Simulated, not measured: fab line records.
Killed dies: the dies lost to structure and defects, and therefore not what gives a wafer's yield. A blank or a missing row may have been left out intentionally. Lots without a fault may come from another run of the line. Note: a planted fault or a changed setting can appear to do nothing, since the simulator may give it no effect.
fab line records	flow nand-harc
record lots=24	wafers=72	last-day=34
route steps=1302 shown P_GATE@190 P_CONTACT@244 P_M0@284 P_M2@335
lots that met no fault: taken from a fault-free run of the same line
start-h: start of the lot's first displayed wafer, in hours after the record's first day	wait-h: how many hours have passed since the lot's step before this one	" identical to the entry in the row above	L1.1+2: several wafers, shown together as one row	- no value, or no start given	* or withheld: withheld	< > ~ a bound
route shown NAME@n: names a module that has steps shown in the file, with the first one's number in the route	usual: mean/standard deviation taken from wafers without a fault	same: alike in all rows	chamber/n: place in a boat	sites: the reading at each site	_std_site: standard deviation across them	_edge_site: mean of outer sites minus mean of inner sites	radius-mm: how far each site lies from the wafer's centre	mask NAME#n: copy n	behind: the most recent tool/chamber to have shaped the wafer	hold: what put the lot on hold/how long, in hours/how the hold closed	device: which transistor (n, p or np) failed to switch	end of line: tests run on the same wafers once the route is complete	a step without rows: its recipe alone	killed: the dies lost at the first sort to structure and to defects; this is not the yield of the wafer	map: per-die view of a wafer (x killed, . not killed, _ where there is no die)
set.NAME: the run value of the setting; set.NAME@STEP: its run value at that earlier step	model.NAME: the simulator's own value behind a step, which no gauge read
one table for each step of the route and one row for each wafer, over a sample of lots
services: the hour from which a tool's chamber was out of use, counted from the record's first day as start-h (under 0 if before that day), plus the number of hours and why
## steps
# step NHARC_P_GATE_STRIP_76
# recipe power-w=1500	temp-c=250	chemistry=O2
# usual drypump-motor-current-A=5.8/0.32	heater-power-w=357/42
lot.wafer	tool	chamber	start-h	wait-h	drypump-motor-current-A	heater-power-w	rf-hours-counter-h
L074.1	plasma-asher-01	0	109.48	0.2	5.4	339	23
L074.3	"	0	"	"	5.4	347	-
L074.5	"	1	"	"	6.3	311	-
L075.1	plasma-asher-02	1	125.47	0.2	5.8	404	7
L075.2	"	0	"	"	5.7	343	7
L075.4	"	1	"	"	5.8	411	-
L077.1	plasma-asher-02	0	140.81	0.2	5.6	331	11
L077.5	"	0	"	"	5.7	339	-
L077.6	"	1	"	"	5.8	426	-
L076.1	plasma-asher-02	1	143.20	0.2	5.8	417	13
L076.4	"	0	"	"	5.6	330	-
L076.5	"	1	"	"	5.8	419	-
L078.3	plasma-asher-01	1	152.64	0.2	6.3	314	-
L078.6	"	1	"	"	6.3	312	-
L078.5	"	0	"	"	5.4	348	-
L079.1	plasma-asher-02	0	165.63	0.2	5.6	346	18
L079.2	"	1	"	"	5.8	405	18
L079.6	"	1	"	"	5.8	413	-
L080.3	plasma-asher-02	0	171.14	0.2	5.7	342	-
L080.6	"	0	"	"	5.6	342	-
L080.5	"	1	"	"	5.8	408	-
L081.3	plasma-asher-02	1	175.79	0.2	5.8	412	-
L081.4	"	0	"	"	5.7	345	-
L081.5	"	1	"	"	5.8	409	-
L082.1	plasma-asher-01	0	196.05	0.2	5.4	330	3
L082.2	"	1	"	"	6.4	303	3
L082.3	"	0	"	"	5.4	327	-
L083.1	plasma-asher-01	0	196.71	0.2	5.4	339	3
L083.5	"	1	"	"	6.4	298	-
L083.6	"	0	"	"	5.4	327	-
L084.4	plasma-asher-01	1	213.74	0.2	6.4	303	-
L084.3	"	0	"	"	5.4	335	-
L084.6	"	1	"	"	6.4	310	-
L085.2	plasma-asher-02	0	227.39	0.2	5.7	345	29
L085.4	"	1	"	"	5.8	428	-
L085.6	"	0	"	"	5.7	339	-
L086.2	plasma-asher-02	0	235.47	0.2	5.7	338	31
L086.1	"	1	"	"	5.8	425	31
L086.4	"	0	"	"	5.7	335	-
L087.1	plasma-asher-02	0	259.27	0.2	5.7	351	0
L087.6	"	0	"	"	5.7	358	-
L087.5	"	1	"	"	5.8	419	-
L089.1	plasma-asher-01	0	259.63	0.2	5.4	338	21
L089.2	"	1	"	"	6.3	308	21
L089.6	"	0	"	"	5.4	334	-
L088.1	plasma-asher-02	1	260.00	0.2	5.7	429	1
L088.5	"	0	"	"	5.7	369	-
L088.6	"	1	"	"	5.8	420	-
L090.2	plasma-asher-02	0	272.84	0.2	5.6	369	3
L090.4	"	0	"	"	5.6	355	-
L090.6	"	1	"	"	5.8	421	-
L091.1	plasma-asher-02	1	283.34	0.2	5.8	413	5
L091.2	"	0	"	"	5.6	362	5
L091.4	"	0	"	"	5.7	360	-
L092.4	plasma-asher-01	0	289.57	0.2	5.4	314	-
L092.3	"	1	"	"	6.4	317	-
L092.5	"	0	"	"	5.4	318	-
L094.2	plasma-asher-02	1	304.70	0.2	5.8	409	8
L094.4	"	1	"	"	5.8	422	-
L094.3	"	0	"	"	5.7	360	-
L093.2	plasma-asher-01	0	305.00	0.2	5.4	332	32
L093.3	"	1	"	"	6.3	301	-
L093.5	"	0	"	"	5.4	331	-
L095.1	plasma-asher-01	0	316.72	0.2	5.4	337	35
L095.2	"	1	"	"	6.3	308	35
L095.3	"	0	"	"	5.4	334	-
L096.2	plasma-asher-01	1	330.11	0.2	6.4	307	37
L096.1	"	0	"	"	5.4	337	37
L096.5	"	1	"	"	6.3	297	-
L097.2	plasma-asher-02	1	343.73	0.2	5.8	416	16
L097.4	"	1	"	"	5.8	410	-
L097.6	"	0	"	"	5.6	356	-
# step NHARC_P_GATE_RTA_80
# recipe temp-c=300	time-s=30
# usual wafer_temp_C_max=301.07/0.25
lot.wafer	tool	chamber	start-h	wait-h	wafer_temp_C_max
L074.1	rtp-anneal-01	0	112.82	-	300.74
L074.3	"	0	"	"	300.95
L074.5	"	0	"	"	301.01
L075.1	rtp-anneal-01	0	128.81	-	301.21
L075.2	"	0	"	"	300.97
L075.4	"	0	"	"	301.16
L077.1	rtp-anneal-01	0	144.02	-	300.53
L077.5	"	0	"	"	301.15
L077.6	"	0	"	"	300.90
L076.1	rtp-anneal-01	0	146.52	-	301.06
L076.4	"	0	"	"	300.68
L076.5	"	0	"	"	301.01
L078.3	rtp-anneal-01	0	155.99	-	301.01
L078.5	"	0	"	"	301.14
L078.6	"	0	"	"	300.97
L079.1	rtp-anneal-01	0	168.88	-	300.98
L079.2	"	0	"	"	300.77
L079.6	"	0	"	"	301.15
L080.3	rtp-anneal-02	0	174.45	-	301.02
L080.5	"	0	"	"	300.84
L080.6	"	0	"	"	301.08
L081.3	rtp-anneal-01	0	179.16	-	301.20
L081.4	"	0	"	"	301.16
L081.5	"	0	"	"	300.95
L082.1	rtp-anneal-02	0	199.37	-	300.94
L082.2	"	0	"	"	301.11
L082.3	"	0	"	"	301.19
L083.1	rtp-anneal-01	0	200.44	-	300.77
L083.5	"	0	"	"	301.14
L083.6	"	0	"	"	300.92
L084.3	rtp-anneal-02	0	217.10	-	301.59
L084.4	"	0	"	"	301.40
L084.6	"	0	"	"	301.01
L085.2	rtp-anneal-01	0	230.62	-	301.55
L085.4	"	0	"	"	301.15
L085.6	"	0	"	"	300.79
L086.1	rtp-anneal-01	0	238.68	-	300.89
L086.2	"	0	"	"	301.27
L086.4	"	0	"	"	301.16
L087.1	rtp-anneal-01	0	262.59	-	301.06
L087.5	"	0	"	"	301.42
L087.6	"	0	"	"	300.92
L089.1	rtp-anneal-01	0	262.96	-	301.24
L089.2	"	0	"	"	301.08
L089.6	"	0	"	"	301.05
L088.1	rtp-anneal-02	0	263.45	-	301.19
L088.5	"	0	"	"	301.01
L088.6	"	0	"	"	300.84
L090.2	rtp-anneal-02	0	276.07	-	300.75
L090.4	"	0	"	"	301.01
L090.6	"	0	"	"	300.96
L091.1	rtp-anneal-01	0	286.69	-	300.96
L091.2	"	0	"	"	301.61
L091.4	"	0	"	"	300.86
L092.3	rtp-anneal-01	0	293.12	-	300.52
L092.4	"	0	"	"	301.06
L092.5	"	0	"	"	300.90
L094.2	rtp-anneal-01	0	308.55	-	301.60
L094.3	"	0	"	"	301.09
L094.4	"	0	"	"	301.19
L093.2	rtp-anneal-01	0	308.81	-	301.32
L093.3	"	0	"	"	301.27
L093.5	"	0	"	"	301.16
L095.1	rtp-anneal-02	0	320.07	-	301.14
L095.2	"	0	"	"	300.98
L095.3	"	0	"	"	300.85
L096.1	rtp-anneal-02	0	333.52	-	301.57
L096.2	"	0	"	"	301.17
L096.5	"	0	"	"	300.89
L097.2	rtp-anneal-01	0	347.24	-	301.07
L097.4	"	0	"	"	301.13
L097.6	"	0	"	"	301.13
# step NHARC_P_CONTACT_DEGAS_38
# recipe temp-c=300	time-s=60
# usual heater-power-w=507/34
lot.wafer	tool	chamber	start-h	wait-h	heater-power-w
L074.1	pvd-sputter-03	-	117.28	-	517
L074.3	"	-	"	"	506
L074.5	"	-	"	"	511
L075.1	pvd-sputter-03	-	132.75	-	527
L075.4	"	-	"	"	504
L075.2	"	-	"	"	516
L077.1	pvd-sputter-03	-	148.17	-	533
L077.5	"	-	"	"	511
L077.6	"	-	"	"	518
L076.1	pvd-sputter-02	-	150.87	-	531
L076.4	"	-	"	"	524
L076.5	"	-	"	"	538
L078.3	pvd-sputter-01	-	160.27	-	576
L078.6	"	-	"	"	456
L078.5	"	-	"	"	522
L079.1	pvd-sputter-01	-	173.15	-	460
L079.2	"	-	"	"	563
L079.6	"	-	"	"	544
L080.3	pvd-sputter-01	-	178.44	-	583
L080.5	"	-	"	"	560
L080.6	"	-	"	"	457
L081.4	pvd-sputter-03	-	183.03	-	508
L081.3	"	-	"	"	514
L081.5	"	-	"	"	528
L082.1	pvd-sputter-02	-	203.42	-	517
L082.3	"	-	"	"	534
L082.2	"	-	"	"	454
L083.1	pvd-sputter-01	-	204.51	-	452
L083.5	"	-	"	"	529
L083.6	"	-	"	"	467
L084.4	pvd-sputter-03	-	220.99	-	504
L084.3	"	-	"	"	509
L084.6	"	-	"	"	510
L085.2	pvd-sputter-03	-	234.73	-	487
L085.4	"	-	"	"	512
L085.6	"	-	"	"	525
L086.4	pvd-sputter-02	-	242.75	-	508
L086.2	"	-	"	"	538
L086.1	"	-	"	"	448
L087.1	pvd-sputter-03	-	266.66	-	509
L087.6	"	-	"	"	527
L087.5	"	-	"	"	504
L089.1	pvd-sputter-01	-	267.13	-	524
L089.2	"	-	"	"	489
L089.6	"	-	"	"	448
L088.1	pvd-sputter-02	-	267.51	-	503
L088.5	"	-	"	"	447
L088.6	"	-	"	"	504
L090.4	pvd-sputter-01	-	280.23	-	480
L090.2	"	-	"	"	539
L090.6	"	-	"	"	496
L091.4	pvd-sputter-03	-	290.74	-	512
L091.1	"	-	"	"	531
L091.2	"	-	"	"	511
L092.3	pvd-sputter-02	-	297.09	-	440
L092.4	"	-	"	"	523
L092.5	"	-	"	"	472
L094.4	pvd-sputter-02	-	312.44	-	522
L094.3	"	-	"	"	443
L094.2	"	-	"	"	475
L093.3	pvd-sputter-01	-	313.20	-	489
L093.2	"	-	"	"	523
L093.5	"	-	"	"	557
L095.1	pvd-sputter-03	-	324.78	-	499
L095.2	"	-	"	"	524
L095.3	"	-	"	"	519
L096.1	pvd-sputter-02	-	337.56	-	449
L096.2	"	-	"	"	467
L096.5	"	-	"	"	491
L097.4	pvd-sputter-01	-	351.26	-	479
L097.2	"	-	"	"	564
L097.6	"	-	"	"	565
# step NHARC_P_M0_DEP_32
# recipe target-thk-a=300	temp-c=370	target-thk-nm=30	pressure-torr=3	flow-sccm=200	rf-w=450	material=SiCN
# usual heater-power-w=576/63
lot.wafer	tool	chamber	start-h	wait-h	heater-power-w
L074.3	pecvd-02	0	122.53	0.1	627
L074.1	"	1	"	"	580
L074.5	"	0	"	"	626
L075.2	pecvd-03	1	137.95	0.1	627
L075.1	"	0	"	"	512
L075.4	"	0	"	"	513
L077.1	pecvd-03	1	153.61	0.1	554
L077.6	"	1	"	"	534
L077.5	"	0	"	"	506
L076.1	pecvd-03	1	156.14	0.1	581
L076.4	"	1	"	"	578
L076.5	"	0	"	"	496
L078.3	pecvd-01	1	165.51	0.1	689
L078.6	"	0	"	"	540
L078.5	"	1	"	"	684
L079.2	pecvd-01	0	178.25	0.1	508
L079.1	"	2	"	"	640
L079.6	"	1	"	"	668
L080.3	pecvd-03	2	183.72	0.1	639
L080.6	"	1	"	"	565
L080.5	"	0	"	"	514
L081.3	pecvd-01	2	188.15	0.1	565
L081.4	"	0	"	"	558
L081.5	"	1	"	"	683
L082.2	pecvd-03	0	208.60	0.1	431
L082.3	"	1	"	"	537
L082.1	"	2	"	"	698
L083.1	pecvd-02	2	209.72	0.1	546
L083.6	"	1	"	"	591
L083.5	"	0	"	"	683
L084.3	pecvd-03	1	226.22	0.1	647
L084.4	"	1	"	"	647
L084.6	"	0	"	"	485
L085.2	pecvd-01	0	239.94	0.1	553
L085.4	"	2	"	"	616
L085.6	"	0	"	"	543
L086.1	pecvd-02	1	247.87	0.1	578
L086.2	"	2	"	"	591
L086.4	"	2	"	"	603
L087.1	pecvd-01	2	271.72	0.1	564
L087.6	"	2	"	"	568
L087.5	"	0	"	"	516
L089.2	pecvd-01	1	272.46	0.1	580
L089.1	"	2	"	"	535
L089.6	"	2	"	"	541
L088.1	pecvd-01	2	272.96	0.1	605
L088.6	"	2	"	"	605
L088.5	"	1	"	"	601
L090.2	pecvd-02	0	286.49	0.1	658
L090.4	"	0	"	"	654
L090.6	"	2	"	"	604
L091.2	pecvd-02	1	295.81	0.1	560
L091.1	"	0	"	"	536
L091.4	"	1	"	"	557
L092.3	pecvd-02	0	302.22	0.1	624
L092.5	"	0	"	"	604
L092.4	"	1	"	"	561
L094.2	pecvd-02	1	317.68	0.1	576
L094.3	"	0	"	"	612
L094.4	"	1	"	"	586
L093.2	pecvd-02	1	318.46	0.1	518
L093.3	"	0	"	"	558
L093.5	"	2	"	"	491
L095.3	pecvd-03	2	329.97	0.1	684
L095.2	"	0	"	"	461
L095.1	"	1	"	"	640
L096.2	pecvd-02	1	342.78	0.1	498
L096.1	"	0	"	"	646
L096.5	"	1	"	"	511
L097.2	pecvd-02	0	356.48	0.1	589
L097.4	"	2	"	"	539
L097.6	"	0	"	"	604
# step NHARC_P_M2_STRIP_18
# recipe power-w=1000	n2-flow-sccm=150	h2-flow-sccm=150	ar-flow-sccm=0	bias-w=0	chemistry=N2/H2
# usual drypump-motor-current-A=5.7/0.33	h2-flow-sccm=150.0/0.38	oes-product-au=1.000/0.0079	rf-vpp-V=90.7/0.94	showerhead-plenum-p-Torr=2.07/0.079	throttle-valve-pct=14.170/0.0084
lot.wafer	tool	chamber	start-h	wait-h	drypump-motor-current-A	h2-flow-sccm	oes-product-au	rf-hours-counter-h	rf-vpp-V	showerhead-plenum-p-Torr	throttle-valve-pct
L074.3	rie-diel-10	1	128.57	0.1	6.0	150.0	0.999	3	90.3	1.98	14.184
L074.1	"	0	"	"	5.5	150.9	0.991	3	90.8	2.07	14.167
L074.5	"	1	"	"	6.0	150.1	0.995	-	90.0	1.98	14.182
L075.1	rie-diel-10	2	144.26	0.1	6.1	149.2	1.002	3	91.3	2.18	14.183
L075.2	"	0	"	"	5.5	149.9	1.002	4	90.8	2.07	14.164
L075.4	"	1	"	"	6.0	150.5	1.003	4	91.3	1.98	14.179
L077.1	rie-diel-12	3	159.95	0.1	5.8	149.7	1.007	4	91.3	2.05	14.157
L077.6	"	1	"	"	6.0	149.9	1.004	-	91.5	2.09	14.183
L077.5	"	2	"	"	5.5	149.6	0.988	-	89.4	1.90	14.174
L076.4	rie-diel-10	1	162.44	0.1	6.1	149.8	1.012	6	89.5	1.97	14.159
L076.1	"	2	"	"	6.1	149.9	0.998	4	91.6	2.18	14.172
L076.5	"	3	"	"	5.6	150.0	0.998	-	91.6	2.10	14.160
L078.3	rie-diel-12	3	171.40	0.1	5.8	150.8	0.989	5	91.0	2.05	14.173
L078.5	"	2	"	"	5.5	150.2	0.987	-	91.0	1.90	14.174
L078.6	"	1	"	"	5.9	150.2	1.001	-	89.7	2.09	14.177
L079.2	rie-diel-10	2	184.29	0.1	6.2	149.3	1.003	6	91.2	2.18	14.162
L079.1	"	3	"	"	5.6	149.6	0.988	7	89.3	2.10	14.167
L079.6	"	1	"	"	6.0	150.3	0.997	-	89.9	1.97	14.180
L080.3	rie-diel-13	1	189.70	0.1	5.4	150.3	0.989	1	92.0	2.20	14.180
L080.6	"	3	"	"	5.9	149.5	1.015	-	90.8	2.13	14.171
L080.5	"	0	"	"	6.1	149.6	1.002	-	90.7	2.06	14.168
L081.3	rie-diel-13	3	194.15	0.1	5.9	150.2	0.999	1	91.3	2.13	14.182
L081.4	"	0	"	"	6.1	149.4	1.013	1	91.1	2.06	14.170
L081.5	"	3	"	"	5.9	149.8	1.012	-	90.1	2.13	14.180
L082.2	rie-diel-13	0	214.58	0.1	6.1	149.1	0.998	2	90.7	2.06	14.185
L082.1	"	2	"	"	5.1	149.9	0.993	2	91.8	2.13	14.174
L082.3	"	3	"	"	5.9	150.0	1.011	2	90.4	2.13	14.171
L083.1	rie-diel-13	0	215.72	0.1	6.1	149.9	1.009	2	90.5	2.06	14.184
L083.5	"	3	"	"	5.8	149.7	1.016	-	91.0	2.13	14.171
L083.6	"	2	"	"	5.1	150.5	1.019	-	92.0	2.13	14.161
L084.3	rie-diel-13	3	232.39	0.1	5.9	150.3	1.008	4	90.8	2.13	14.166
L084.4	"	0	"	"	6.1	150.0	1.003	3	92.5	2.06	14.154
L084.6	"	2	"	"	5.1	150.3	1.003	-	91.0	2.13	14.163
L085.4	rie-diel-12	0	245.69	0.1	5.4	149.8	1.000	1	90.1	2.00	14.170
L085.2	"	2	"	"	5.5	149.9	0.998	9	88.7	1.90	14.177
L085.6	"	0	"	"	5.4	150.2	1.001	-	90.5	2.00	14.179
L086.4	rie-diel-12	2	254.05	0.1	5.5	150.1	0.992	10	89.7	1.90	14.163
L086.1	"	3	"	"	5.8	150.0	1.000	10	90.6	2.05	14.178
L086.2	"	0	"	"	5.4	149.4	0.993	1	91.7	2.00	14.167
L087.1	rie-diel-10	2	277.55	0.1	6.1	150.2	0.993	1	92.3	2.18	14.162
L087.5	"	0	"	"	5.5	149.9	0.997	-	91.5	2.07	14.165
L087.6	"	1	"	"	6.1	150.0	1.007	-	89.7	1.97	14.169
L089.1	rie-diel-13	3	278.44	0.1	5.8	149.8	0.993	7	90.4	2.13	14.170
L089.2	"	1	"	"	5.5	150.0	0.996	6	91.7	2.19	14.159
L089.6	"	3	"	"	5.8	149.8	0.994	-	90.2	2.13	14.166
L088.1	rie-diel-13	3	279.40	0.1	5.8	150.1	1.007	7	90.4	2.13	14.172
L088.6	"	2	"	"	5.0	150.3	0.999	-	91.2	2.13	14.171
L088.5	"	3	"	"	5.8	150.2	1.004	-	92.7	2.13	14.166
L090.2	rie-diel-12	3	292.45	0.1	5.8	150.4	0.997	0	91.4	2.05	14.188
L090.6	"	0	"	"	5.4	150.0	1.001	-	92.0	2.00	14.179
L090.4	"	3	"	"	5.8	151.0	0.995	-	91.3	2.05	14.175
L091.1	rie-diel-13	3	301.71	0.1	5.8	149.7	0.999	8	91.0	2.13	14.156
L091.2	"	0	"	"	6.1	149.5	0.995	8	92.3	2.06	14.172
L091.4	"	1	"	"	5.5	149.5	0.985	8	92.1	2.19	14.172
L092.3	rie-diel-12	2	308.11	0.1	5.5	150.5	1.008	1	89.2	1.90	14.152
L092.5	"	2	"	"	5.5	150.5	1.003	-	90.5	1.90	14.180
L092.4	"	3	"	"	5.8	149.8	0.998	-	90.0	2.05	14.164
L094.2	rie-diel-10	0	323.61	0.1	5.5	150.4	0.985	4	90.9	2.07	14.180
L094.4	"	1	"	"	6.1	149.7	0.994	4	89.9	1.97	14.175
L094.3	"	2	"	"	6.1	149.8	0.992	3	91.3	2.18	14.153
L093.3	rie-diel-13	3	324.40	0.1	5.8	149.7	1.008	10	91.6	2.12	14.171
L093.2	"	1	"	"	5.5	150.1	0.992	9	90.3	2.19	14.169
L093.5	"	0	"	"	6.2	150.8	0.997	-	91.3	2.06	14.190
L095.2	rie-diel-13	2	335.84	0.1	5.1	149.7	1.005	11	91.7	2.13	14.149
L095.3	"	3	"	"	5.9	149.6	0.988	11	90.9	2.12	14.173
L095.1	"	0	"	"	6.1	149.9	1.002	10	89.3	2.06	14.172
L096.2	rie-diel-10	1	348.76	0.1	6.1	150.0	0.998	6	90.7	1.97	14.175
L096.1	"	0	"	"	5.5	150.3	0.985	7	90.3	2.07	14.165
L096.5	"	0	"	"	5.5	150.2	0.990	-	90.5	2.07	14.159
L097.2	rie-diel-12	2	362.61	0.1	5.5	149.7	1.012	4	89.8	1.90	14.170
L097.4	"	0	"	"	5.4	149.8	1.004	-	90.1	2.00	14.166
L097.6	"	2	"	"	5.5	150.1	1.011	-	88.6	1.90	14.178
# step NHARC_P_M2_DEGAS_29
# recipe temp-c=250	time-s=60
# usual heater-power-w=362/26
lot.wafer	tool	chamber	start-h	wait-h	heater-power-w
L074.1	pvd-sputter-02	-	129.21	-	393
L074.3	"	-	"	"	328
L074.5	"	-	"	"	383
L075.2	pvd-sputter-03	-	144.91	-	366
L075.1	"	-	"	"	364
L075.4	"	-	"	"	375
L077.1	pvd-sputter-02	-	160.68	-	377
L077.5	"	-	"	"	382
L077.6	"	-	"	"	322
L076.4	pvd-sputter-02	-	163.04	-	373
L076.1	"	-	"	"	356
L076.5	"	-	"	"	368
L078.3	pvd-sputter-02	-	172.13	-	384
L078.6	"	-	"	"	325
L078.5	"	-	"	"	363
L079.2	pvd-sputter-02	-	184.91	-	385
L079.1	"	-	"	"	325
L079.6	"	-	"	"	371
L080.3	pvd-sputter-01	-	190.29	-	328
L080.5	"	-	"	"	328
L080.6	"	-	"	"	373
L081.3	pvd-sputter-01	-	194.76	-	339
L081.4	"	-	"	"	318
L081.5	"	-	"	"	412
L082.3	pvd-sputter-01	-	215.28	-	411
L082.1	"	-	"	"	376
L082.2	"	-	"	"	341
L083.1	pvd-sputter-02	-	216.39	-	379
L083.5	"	-	"	"	371
L083.6	"	-	"	"	374
L084.4	pvd-sputter-02	-	232.99	-	345
L084.3	"	-	"	"	366
L084.6	"	-	"	"	330
L085.2	pvd-sputter-03	-	246.31	-	371
L085.4	"	-	"	"	362
L085.6	"	-	"	"	375
L086.4	pvd-sputter-02	-	254.69	-	375
L086.1	"	-	"	"	326
L086.2	"	-	"	"	359
L087.1	pvd-sputter-03	-	278.15	-	377
L087.5	"	-	"	"	361
L087.6	"	-	"	"	375
L089.2	pvd-sputter-02	-	279.09	-	358
L089.1	"	-	"	"	375
L089.6	"	-	"	"	380
L088.1	pvd-sputter-03	-	280.02	-	359
L088.5	"	-	"	"	363
L088.6	"	-	"	"	371
L090.4	pvd-sputter-03	-	293.09	-	369
L090.2	"	-	"	"	376
L090.6	"	-	"	"	356
L091.4	pvd-sputter-01	-	302.35	-	353
L091.1	"	-	"	"	399
L091.2	"	-	"	"	312
L092.3	pvd-sputter-01	-	308.77	-	402
L092.4	"	-	"	"	345
L092.5	"	-	"	"	404
L094.3	pvd-sputter-02	-	324.22	-	319
L094.4	"	-	"	"	328
L094.2	"	-	"	"	370
L093.2	pvd-sputter-02	-	325.04	-	367
L093.3	"	-	"	"	336
L093.5	"	-	"	"	391
L095.3	pvd-sputter-01	-	336.49	-	320
L095.1	"	-	"	"	369
L095.2	"	-	"	"	344
L096.1	pvd-sputter-02	-	349.93	-	369
L096.2	"	-	"	"	386
L096.5	"	-	"	"	337
L097.4	pvd-sputter-01	-	363.26	-	348
L097.2	"	-	"	"	399
L097.6	"	-	"	"	322
## services
tool	chamber	start-h	hours	kind
plasma-asher-02	-	95.79	1.3	repair
rie-diel-13	3	96.93	3.6	repair
pecvd-02	0	97.94	14.6	repair
pvd-sputter-02	-	108.52	10.0	pm
rie-diel-13	3	114.74	10.1	repair
plasma-asher-01	-	134.91	9.2	repair
plasma-asher-01	-	165.00	9.0	pm
rie-diel-13	-	165.05	9.0	pm
pvd-sputter-03	-	170.00	10.0	pm
pecvd-02	-	180.38	2.6	repair
plasma-asher-02	-	196.08	9.7	repair
rie-diel-13	1	211.78	4.5	repair
plasma-asher-01	-	212.67	0.5	repair
rie-diel-13	-	224.48	1.4	repair
pvd-sputter-01	-	226.09	10.0	pm
pecvd-02	-	227.00	13.0	pm
pvd-sputter-03	-	246.90	2.3	repair
plasma-asher-02	-	249.23	9.0	pm
plasma-asher-02	-	277.03	2.8	repair
pvd-sputter-02	-	286.53	10.0	pm
pvd-sputter-03	-	318.58	0.9	repair
rie-diel-13	-	342.05	9.0	pm
plasma-asher-01	-	342.13	9.0	pm
pvd-sputter-03	-	348.00	10.0	pm
## key
fault none
